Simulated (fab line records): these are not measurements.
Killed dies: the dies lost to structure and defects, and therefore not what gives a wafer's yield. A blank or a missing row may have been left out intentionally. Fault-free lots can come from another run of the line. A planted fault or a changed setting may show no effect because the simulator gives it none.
fab line records | flow n5Finfet | part 1 of 2: steps 1 to 4 of 6
record lots=22 wafers=66 lastDay=17
route steps=1938 shown HKMG_FIN@454 GATE_CUT@466
lots with no fault: from the same line, run without faults
startH: start of the lot's first displayed wafer, in hours after the record's first day | waitH: time in hours since the lot's previous step | " repeats the value in the row above | L1.1+2: a single row standing in for several wafers | - no value present, or no start provided | * or withheld: withheld | < > ~ a bound
route shown NAME@n: names a module that has steps shown in the file, with the first one's number in the route | usual: mean/standard deviation taken from wafers without a fault | same: alike in all rows | chamber/n: place in a boat | sites: each site's reading | _std_site: standard deviation across them | _edge_site: inner sites' mean taken away from outer sites' mean | radiusMm: how far each site lies from the wafer's centre | mask NAME#n: copy n | behind: the tool/chamber that last shaped the wafer | hold: reason for holding the lot/hours on hold/outcome of the hold | device: whichever transistor did not switch (one of n, p or np) | end of line: tests of these same wafers at the route's end | step lacking rows: just its recipe | killed: dies lost to structure and defects at the first sort, not the wafer's yield | map: per-die view of a wafer (x killed, . not killed, _ where there is no die)
set.NAME: the setting as run; set.NAME@STEP: as run at that earlier step | model.NAME: the simulator's own value behind a step, which no gauge read
the route's steps for a sample of lots (tables are steps, rows are wafers)
services: a tool's chamber out of use, with start hour (startH, from the record's first day; less than 0 if before it), hours out, and reason
## steps
# step N5_HKMG_FIN_ETCHBACK_68
# recipe chemistry=Cl2/Ar stopOn=HfO2 targetDepthA=5 pressureMtorr=10 icpW=600 biasW=60 Cl2_flow_sccm=40 Ar_flow_sccm=60
# usual drypumpMotorCurrentA=6.01/0.24 mfcCl2Sccm=39.99/0.11 oesProductAu=0.71/0.099 throttleValvePct=20.98/0.28
# columns lot.wafer tool chamber startH waitH drypumpMotorCurrentA mfcCl2Sccm oesProductAu rfHoursCounterH throttleValvePct
L074.1 rieMetal-03 0 82.27 0.0 5.77 40.09 0.61 118 21.41
L074.3 " 0 " " 5.79 40.04 0.61 - 21.40
L074.6 " 0 " " 5.77 40.09 0.61 - 21.40
L075.1 rieMetal-01 1 82.40 0.0 5.73 39.92 0.64 88 20.85
L075.4 " 1 " " 5.72 39.93 0.64 - 20.85
L075.5 " 1 " " 5.73 40.01 0.65 - 20.82
L076.2 rieMetal-03 0 90.39 0.0 5.79 40.06 0.62 118 21.40
L076.3 " 0 " " 5.77 39.91 0.61 - 21.39
L076.6 " 0 " " 5.79 40.11 0.61 - 21.41
L077.3 rieMetal-01 0 101.09 0.1 6.38 39.94 0.79 - 20.90
L077.4 " 1 " " 5.74 40.08 0.64 - 20.85
L077.6 " 1 " " 5.73 40.09 0.64 - 20.84
L078.1 rieMetal-03 1 106.92 0.0 6.11 40.07 0.86 15 20.65
L078.3 " 1 " " 6.09 39.92 0.87 - 20.64
L078.5 " 0 " " 5.78 40.09 0.60 - 21.42
L079.1 rieMetal-03 0 111.18 0.0 5.78 40.01 0.61 121 21.41
L079.5 " 0 " " 5.76 40.00 0.60 - 21.41
L079.6 " 1 " " 6.15 39.81 0.86 - 20.67
L081.4 rieMetal-01 0 120.09 0.1 6.43 39.97 0.78 - 20.91
L081.5 " 0 " " 6.40 39.99 0.79 - 20.89
L081.6 " 1 " " 5.74 39.84 0.64 - 20.84
L082.2 rieMetal-03 0 125.16 0.0 5.75 39.98 0.61 122 21.43
L082.3 " 0 " " 5.77 39.98 0.61 - 21.43
L082.6 " 0 " " 5.77 39.96 0.61 - 21.42
L083.1 rieMetal-02 0 131.52 0.0 6.10 40.05 0.62 125 21.28
L083.2 " 1 " " 5.80 40.06 0.74 54 20.86
L083.4 " 1 " " 5.80 40.06 0.73 - 20.87
L084.1 rieMetal-02 0 138.91 0.0 6.07 40.05 0.61 126 21.28
L084.2 " 1 " " 5.82 40.24 0.73 54 20.89
L084.3 " 1 " " 5.82 40.21 0.73 - 20.89
L085.2 rieMetal-01 0 145.74 0.0 6.40 39.86 0.77 34 20.89
L085.3 " 1 " " 5.75 40.15 0.64 - 20.85
L085.4 " 0 " " 6.43 39.91 0.77 - 20.91
L086.2 rieMetal-03 0 152.31 0.0 5.77 39.92 0.60 125 21.43
L086.3 " 1 " " 6.12 40.14 0.85 - 20.66
L086.5 " 1 " " 6.11 39.97 0.84 - 20.66
L087.2 rieMetal-01 1 158.17 0.0 5.75 39.93 0.64 93 20.86
L087.3 " 0 " " 6.41 39.93 0.78 - 20.92
L087.6 " 1 " " 5.71 39.94 0.63 - 20.87
L088.1 rieMetal-02 1 163.87 0.0 5.82 40.03 0.73 55 20.87
L088.3 " 0 " " 6.07 39.96 0.61 - 21.30
L088.4 " 1 " " 5.83 40.20 0.73 - 20.87
L089.3 rieMetal-02 1 169.47 0.1 5.81 39.87 0.73 - 20.89
L089.5 " 0 " " 6.13 40.04 0.61 - 21.28
L089.6 " 1 " " 5.83 39.86 0.73 - 20.90
L090.2 rieMetal-01 1 174.31 0.0 5.72 39.94 0.63 96 20.86
L090.5 " 1 " " 5.73 40.05 0.63 - 20.85
L090.6 " 0 " " 6.41 39.92 0.77 - 20.92
L091.2 rieMetal-02 0 184.04 0.1 6.12 40.02 0.61 - 21.31
L091.5 " 0 " " 6.07 40.06 0.61 - 21.31
L091.6 " 0 " " 6.09 39.71 0.61 - 21.32
L092.1 rieMetal-03 1 191.30 0.0 6.15 39.94 0.84 23 20.67
L092.4 " 1 " " 6.16 39.83 0.83 - 20.66
L092.6 " 0 " " 5.79 39.92 0.60 - 21.44
L093.3 rieMetal-03 1 201.66 0.1 6.11 39.93 0.83 - 20.67
L093.4 " 1 " " 6.15 39.90 0.83 - 20.68
L093.6 " 1 " " 6.14 39.90 0.83 - 20.67
L095.1 rieMetal-01 1 208.61 0.0 5.72 39.87 0.63 99 20.86
L095.2 " 0 " " 6.44 39.91 0.76 40 20.93
L095.4 " 0 " " 6.39 40.15 0.75 - 20.93
L096.2 rieMetal-02 1 214.63 0.0 5.83 39.98 0.73 58 20.87
L096.4 " 1 " " 5.83 40.04 0.73 - 20.89
L096.5 " 0 " " 6.12 40.12 0.60 - 21.33
L097.1 rieMetal-01 1 216.68 0.0 5.72 40.18 0.63 100 20.86
L097.2 " 0 " " 6.42 40.04 0.76 42 20.93
L097.5 " 1 " " 5.71 40.11 0.62 - 20.88
# step N5_GATE_CUT_ETCH_56
# recipe chemistry=Cl2/Ar target=TiN targetDepthA=216 pressureMtorr=10 icpW=600 biasW=60 Cl2_flow_sccm=40 Ar_flow_sccm=60
# usual drypumpMotorCurrentA=6.01/0.26 mfcCl2Sccm=40.01/0.12 oesProductAu=0.72/0.096 throttleValvePct=20.96/0.26
# columns lot.wafer tool chamber startH waitH drypumpMotorCurrentA mfcCl2Sccm oesProductAu rfHoursCounterH throttleValvePct
L074.1 rieMetal-03 1 84.19 0.1 6.15 39.86 0.89 13 20.64
L074.3 " 1 " " 6.14 40.18 0.90 - 20.62
L074.6 " 0 " " 5.77 40.00 0.61 - 21.40
L075.1 rieMetal-02 1 84.32 0.1 5.83 40.05 0.75 50 20.87
L075.4 " 1 " " 5.82 39.93 0.75 - 20.86
L075.5 " 1 " " 5.82 40.06 0.76 - 20.84
L076.2 rieMetal-01 1 92.32 0.1 5.73 40.08 0.65 88 20.83
L076.3 " 0 " " 6.43 39.89 0.80 - 20.88
L076.6 " 0 " " 6.37 40.00 0.80 - 20.88
L077.3 rieMetal-01 0 103.01 0.1 6.41 40.07 0.81 - 20.87
L077.4 " 1 " " 5.74 39.74 0.66 - 20.82
L077.6 " 1 " " 5.71 39.95 0.65 - 20.81
L078.1 rieMetal-03 1 108.85 0.1 6.15 40.05 0.88 16 20.63
L078.3 " 1 " " 6.14 40.30 0.87 - 20.63
L078.5 " 1 " " 6.16 40.28 0.88 - 20.62
L079.1 rieMetal-01 1 113.10 0.1 5.72 40.02 0.64 90 20.84
L079.5 " 0 " " 6.39 40.05 0.79 - 20.87
L079.6 " 1 " " 5.73 39.96 0.64 - 20.84
L081.4 rieMetal-01 1 122.05 0.1 5.71 40.14 0.65 - 20.85
L081.5 " 0 " " 6.35 40.13 0.78 - 20.90
L081.6 " 1 " " 5.73 40.09 0.64 - 20.85
L082.2 rieMetal-02 1 127.09 0.1 5.82 39.80 0.74 53 20.87
L082.3 " 1 " " 5.81 40.02 0.74 - 20.86
L082.6 " 1 " " 5.83 39.99 0.74 - 20.86
L083.1 rieMetal-03 1 133.44 0.1 6.11 40.18 0.87 18 20.64
L083.2 " 0 " " 5.78 40.12 0.61 123 21.40
L083.4 " 0 " " 5.76 40.13 0.61 - 21.41
L084.1 rieMetal-02 0 140.83 0.1 6.07 39.81 0.62 126 21.28
L084.2 " 1 " " 5.81 39.87 0.74 54 20.88
L084.3 " 1 " " 5.83 40.04 0.74 - 20.87
L085.2 rieMetal-03 0 147.67 0.1 5.76 39.93 0.62 124 21.42
L085.3 " 0 " " 5.79 39.84 0.61 - 21.42
L085.4 " 1 " " 6.13 40.17 0.87 - 20.64
L086.2 rieMetal-03 1 154.26 0.1 6.11 40.18 0.86 20 20.65
L086.3 " 0 " " 5.74 40.03 0.60 - 21.42
L086.5 " 0 " " 5.77 40.17 0.60 - 21.42
L087.2 rieMetal-02 1 160.10 0.1 5.81 40.07 0.73 55 20.87
L087.3 " 0 " " 6.09 39.98 0.61 - 21.29
L087.6 " 0 " " 6.12 39.93 0.61 - 21.30
L088.1 rieMetal-01 0 165.79 0.1 6.45 40.19 0.77 36 20.89
L088.3 " 1 " " 5.73 40.16 0.64 - 20.87
L088.4 " 0 " " 6.40 40.07 0.77 - 20.90
L089.3 rieMetal-01 0 171.39 0.1 6.41 39.98 0.77 - 20.89
L089.5 " 0 " " 6.36 39.90 0.78 - 20.91
L089.6 " 1 " " 5.71 40.05 0.64 - 20.85
L090.2 rieMetal-01 1 176.23 0.1 5.71 39.90 0.64 96 20.86
L090.5 " 0 " " 6.41 39.89 0.77 - 20.91
L090.6 " 1 " " 5.73 40.02 0.64 - 20.86
L091.2 rieMetal-03 0 186.05 0.1 5.79 39.94 0.61 127 21.42
L091.5 " 1 " " 6.16 40.04 0.85 - 20.64
L091.6 " 0 " " 5.78 40.01 0.60 - 21.42
L092.1 rieMetal-03 0 193.33 0.1 5.76 40.13 0.60 128 21.42
L092.4 " 1 " " 6.15 39.99 0.85 - 20.67
L092.6 " 1 " " 6.17 39.93 0.85 - 20.65
L093.3 rieMetal-03 1 203.81 0.2 6.11 40.09 0.84 - 20.65
L093.4 " 1 " " 6.16 40.05 0.84 - 20.66
L093.6 " 1 " " 6.17 40.01 0.86 - 20.65
L095.1 rieMetal-01 0 210.53 0.1 6.42 39.90 0.76 41 20.91
L095.2 " 1 " " 5.72 40.08 0.64 99 20.85
L095.4 " 0 " " 6.43 39.94 0.77 - 20.91
L096.2 rieMetal-02 1 216.68 0.1 5.84 39.77 0.73 59 20.87
L096.4 " 0 " " 6.13 39.77 0.60 - 21.30
L096.5 " 0 " " 6.09 39.99 0.61 - 21.30
L097.1 rieMetal-01 0 218.61 0.1 6.38 39.88 0.76 42 20.92
L097.2 " 1 " " 5.74 40.00 0.63 100 20.86
L097.5 " 1 " " 5.74 40.19 0.63 - 20.86
# step N5_GATE_CUT_PECVD_57
# recipe material=SiNx targetThkA=210 tempC=400 precursor=SiH4/NH3/N2 pressureTorr=1.5 rfW=300
# usual heaterPowerW=822/77 showerheadPlenumPTorr=5.15/0.061 throttleValvePct=39.2/1.4
# columns lot.wafer tool chamber startH waitH heaterPowerW showerheadPlenumPTorr throttleValvePct
L074.1 pecvd-01 2 87.09 1.1 869 5.12 36.1
L074.3 " 1 " " 767 5.09 39.7
L074.6 " 1 " " 764 5.10 39.6
L075.1 pecvd-02 1 87.10 1.1 774 5.08 39.0
L075.4 " 1 " " 767 5.10 39.1
L075.5 " 2 " " 915 5.21 40.1
L076.2 pecvd-01 2 95.01 1.1 918 5.13 36.2
L076.3 " 2 " " 909 5.14 36.2
L076.6 " 1 " " 862 5.09 40.0
L077.3 pecvd-01 2 105.69 1.1 871 5.13 36.0
L077.4 " 1 " " 898 5.09 39.7
L077.6 " 2 " " 832 5.13 36.2
L078.1 pecvd-01 2 111.61 1.1 879 5.14 35.9
L078.3 " 1 " " 893 5.11 39.8
L078.5 " 0 " " 900 5.13 39.0
L079.1 pecvd-03 1 115.78 1.1 775 5.18 39.7
L079.5 " 1 " " 764 5.18 39.8
L079.6 " 0 " " 656 5.06 41.7
L081.4 pecvd-01 0 124.76 0.0 875 5.13 39.0
L081.5 " 2 " " 898 5.13 36.4
L081.6 " 1 " " 883 5.11 40.0
L082.2 pecvd-02 1 129.94 1.1 831 5.10 38.8
L082.3 " 0 " " 735 5.23 38.6
L082.6 " 1 " " 822 5.09 39.0
L083.1 pecvd-02 1 136.21 1.1 786 5.09 38.9
L083.2 " 0 " " 855 5.22 38.8
L083.4 " 0 " " 865 5.22 38.9
L084.1 pecvd-02 1 144.16 1.1 839 5.09 39.2
L084.2 " 0 " " 836 5.22 38.9
L084.3 " 2 " " 909 5.21 40.7
L085.2 pecvd-03 2 152.52 1.1 769 5.26 39.0
L085.3 " 0 " " 659 5.04 41.9
L085.4 " 2 " " 778 5.25 38.8
L086.2 pecvd-03 1 158.34 1.1 651 5.18 39.8
L086.3 " 0 " " 711 5.06 41.7
L086.5 " 1 " " 692 5.19 39.7
L087.2 pecvd-02 2 163.67 1.1 908 5.21 40.7
L087.3 " 0 " " 903 5.21 38.9
L087.6 " 2 " " 904 5.21 40.5
L088.1 pecvd-02 1 168.47 1.1 838 5.09 38.6
L088.3 " 2 " " 875 5.21 40.3
L088.4 " 2 " " 877 5.22 40.8
L089.3 pecvd-03 1 174.07 1.1 703 5.17 39.8
L089.5 " 2 " " 871 5.26 38.9
L089.6 " 1 " " 719 5.17 39.4
L090.2 pecvd-03 1 178.96 1.1 781 5.16 39.7
L090.5 " 1 " " 775 5.17 39.7
L090.6 " 0 " " 709 5.06 41.8
L091.2 pecvd-01 1 188.74 1.1 792 5.10 39.4
L091.5 " 0 " " 906 5.13 39.6
L091.6 " 1 " " 804 5.11 39.9
L092.1 pecvd-01 0 196.17 1.1 797 5.14 39.4
L092.4 " 0 " " 770 5.15 39.5
L092.6 " 2 " " 850 5.14 36.7
L093.3 pecvd-02 0 206.58 1.1 850 5.22 38.8
L093.4 " 0 " " 826 5.21 38.9
L093.6 " 2 " " 823 5.21 40.8
L095.1 pecvd-01 2 213.29 1.1 856 5.12 36.7
L095.2 " 0 " " 857 5.15 39.7
L095.4 " 2 " " 891 5.13 36.5
L096.2 pecvd-03 2 219.47 1.1 754 5.25 39.2
L096.4 " 0 " " 723 5.05 41.4
L096.5 " 1 " " 739 5.17 39.6
L097.1 pecvd-03 2 221.39 1.1 795 5.25 39.2
L097.2 " 1 " " 771 5.17 40.0
L097.5 " 2 " " 786 5.24 39.0
# step N5_GATE_CUT_HM_DEP_46
# recipe material=SiO2 targetThkA=1300 tempC=400 precursor=TEOS/O2 pressureTorr=6.5 rfW=900 teosFlowSccm=161.4 gas=O2 flowSccm=2650 timeS=26.6
# usual heaterPowerW=610/73 showerheadPlenumPTorr=8.35/0.033 throttleValvePct=18.4/0.67
# columns lot.wafer tool chamber startH waitH heaterPowerW showerheadPlenumPTorr throttleValvePct
L075.1 pecvd-01 1 87.50 0.0 705 8.30 18.6
L075.4 " 1 " " 544 8.31 18.5
L075.5 " 2 " " 637 8.35 17.1
L074.1 pecvd-02 1 87.52 0.0 615 8.30 18.0
L074.3 " 2 " " 734 8.40 18.8
L074.6 " 1 " " 624 8.31 18.2
L076.2 pecvd-01 2 95.45 0.0 641 8.35 17.4
L076.3 " 2 " " 650 8.33 16.8
L076.6 " 2 " " 651 8.37 16.9
L077.3 pecvd-03 1 106.10 0.0 595 8.36 18.5
L077.4 " 1 " " 446 8.37 18.6
L077.6 " 0 " " 511 8.30 19.4
L078.1 pecvd-02 0 112.01 0.0 668 8.40 18.2
L078.3 " 2 " " 719 8.38 18.6
L078.5 " 0 " " 664 8.40 17.8
L079.1 pecvd-02 0 116.19 0.0 645 8.39 18.3
L079.5 " 0 " " 623 8.37 18.2
L079.6 " 1 " " 566 8.33 18.2
L081.4 pecvd-02 2 125.17 0.1 725 8.39 19.1
L081.5 " 0 " " 712 8.40 18.2
L081.6 " 1 " " 585 8.33 18.5
L082.2 pecvd-03 1 130.34 0.0 553 8.36 18.7
L082.3 " 2 " " 639 8.39 18.1
L082.6 " 1 " " 550 8.36 18.4
L083.1 pecvd-03 0 136.62 0.0 552 8.32 19.6
L083.2 " 2 " " 673 8.41 18.1
L083.4 " 2 " " 651 8.40 18.1
L084.1 pecvd-03 2 144.57 0.0 652 8.41 18.2
L084.2 " 1 " " 563 8.34 18.8
L084.3 " 0 " " 479 8.30 19.3
L085.2 pecvd-02 2 152.95 0.0 721 8.36 19.1
L085.3 " 1 " " 553 8.30 18.3
L085.4 " 2 " " 712 8.35 18.9
L086.2 pecvd-01 2 158.79 0.0 698 8.33 17.1
L086.3 " 1 " " 643 8.30 18.3
L086.5 " 1 " " 636 8.32 18.5
L087.2 pecvd-01 2 164.08 0.0 593 8.34 17.3
L087.3 " 0 " " 626 8.34 18.4
L087.6 " 1 " " 619 8.33 18.6
L088.1 pecvd-01 1 168.88 0.0 664 8.33 18.5
L088.3 " 0 " " 545 8.34 18.5
L088.4 " 0 " " 548 8.34 18.5
L089.3 pecvd-03 1 174.51 0.1 560 8.37 18.4
L089.5 " 1 " " 558 8.38 18.6
L089.6 " 2 " " 632 8.40 18.3
L090.2 pecvd-03 1 179.39 0.0 573 8.37 18.5
L090.5 " 0 " " 533 8.30 19.8
L090.6 " 1 " " 433 8.35 18.8
L091.2 pecvd-03 1 189.14 0.0 497 8.35 18.6
L091.5 " 0 " " 468 8.31 19.3
L091.6 " 1 " " 484 8.37 18.6
L092.1 pecvd-03 1 196.58 0.0 498 8.35 18.6
L092.4 " 0 " " 568 8.31 19.4
L092.6 " 1 " " 496 8.36 18.4
L093.3 pecvd-02 0 206.99 0.0 681 8.40 18.1
L093.4 " 2 " " 685 8.37 19.3
L093.6 " 0 " " 703 8.37 17.9
L095.1 pecvd-01 1 213.87 0.0 657 8.32 18.6
L095.2 " 0 " " 689 8.35 18.2
L095.4 " 1 " " 642 8.32 18.6
L096.2 pecvd-01 2 219.91 0.0 644 8.33 17.2
L096.4 " 0 " " 615 8.36 18.4
L096.5 " 2 " " 653 8.35 17.0
L097.1 pecvd-02 2 221.80 0.0 691 8.39 19.5
L097.2 " 0 " " 709 8.36 18.3
L097.5 " 2 " " 706 8.38 19.2
